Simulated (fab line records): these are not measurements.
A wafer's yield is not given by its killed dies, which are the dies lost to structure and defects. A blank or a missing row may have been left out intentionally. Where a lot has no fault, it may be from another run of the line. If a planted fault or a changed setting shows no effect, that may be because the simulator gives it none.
8D (eight disciplines) problem report, filled in by code | flow n5-finfet | the parts of the form that need people (team, actions taken, sign-off) are left out

## 1. WHAT IS WRONG
Mean of time-to-endpoint-s at N5_BEOL_M11_CMP_52: 102 s across 2 wafers in 2 lots; on wafers with no fault it is 65 s (standard deviation 3.7). Relative to the usual mean, that is a shift of +9.9 standard deviations.
The step: polishes, stops on SiCOH lowk, t overpolish 7 s, target thk 140 nm.
Earliest sighting: wafer L733.5 on cmp-03 at day 15 02:14. The record holds 17 wafers of 6 lots with a number at this step. Rule for "out" (also "out of limits"): further than 4 standard deviations from the usual mean. The other wafers with a number count as sound.

## 2. WHAT IT IS, WHAT IT ISN'T
question                    | is                 | is not
which readings at this step | time-to-endpoint-s | clearing-platen-rpm, motor-current-A
which lots                  | L733, L737         | L724, L727, L745, L746
which wafers of those lots  | L733.5, L737.5     | L733.1, L733.3, L737.3, L737.6
read on which tools         | cmp-03, cmp-04     | -
when                        | from day 15 02:14  | up to then (8 sound wafers); but 7 sound wafers of L737, L745, L746 came after

## 3. THE SUSPECTS, EACH WITH WHAT RULES IT OUT
Counting: any tool at a process step up to the reading remains a suspect provided it ran every lot that is out. Sound lots after the first of them don't rule it out here, since some wafers of a struck lot are sound.
- ecd-cu-01 at N5_BEOL_M11_ECD_50 (material Cu, target thk 318 nm): kept. It ran every lot that is out, first L733 (day 15 01:47).
Remaining after the count: ecd-cu-01 at N5_BEOL_M11_ECD_50.

## 4. THE CAUSE (what the simulator had put in)
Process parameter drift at N5_BEOL_M11_ECD_50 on ecd-cu-01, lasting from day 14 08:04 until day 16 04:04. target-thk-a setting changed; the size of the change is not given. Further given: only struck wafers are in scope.
Only this tool survived the counting.

## 5. THE CHAIN OF EFFECTS, in route order
Rows list readings where the struck wafers' mean (over those with a number) sits beyond 3 standard deviations from the usual. Scope: only readings with a usual standard deviation given in the record; hours: median across lots of the time from each lot's start at the first step in this table that gives one to its start at this step; sigmas: change in usual standard deviations.
hours | step               | reading            | usual | on struck wafers | change | sigmas
0     | N5_BEOL_M11_CMP_52 | time-to-endpoint-s | 65 s  | 102              | +36    | +9.9
Process steps it contains:
- N5_BEOL_M11_CMP_52: polishes, stops on SiCOH lowk, t overpolish 7 s, target thk 140 nm.
Readings that are blank on the struck wafers while sound wafers have them: pad-life-wafers at N5_BEOL_M11_CMP_52.
Later measuring or inspecting steps at which every struck wafer that the step has a row for has a number for every such reading, and none has moved that far: N5_BEOL_M11_THK_MEAS_53.

## 6. HOW IT WOULD HAVE BEEN CAUGHT EARLIER
First out-of-limits reading in this record: day 15 02:14, which is 18 hours after fault onset at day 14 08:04.
Lots out: 2; of these, L737 started N5_BEOL_M11_ECD_50 on ecd-cu-01 after day 15 02:14. Holding the tool at that time would have saved it.
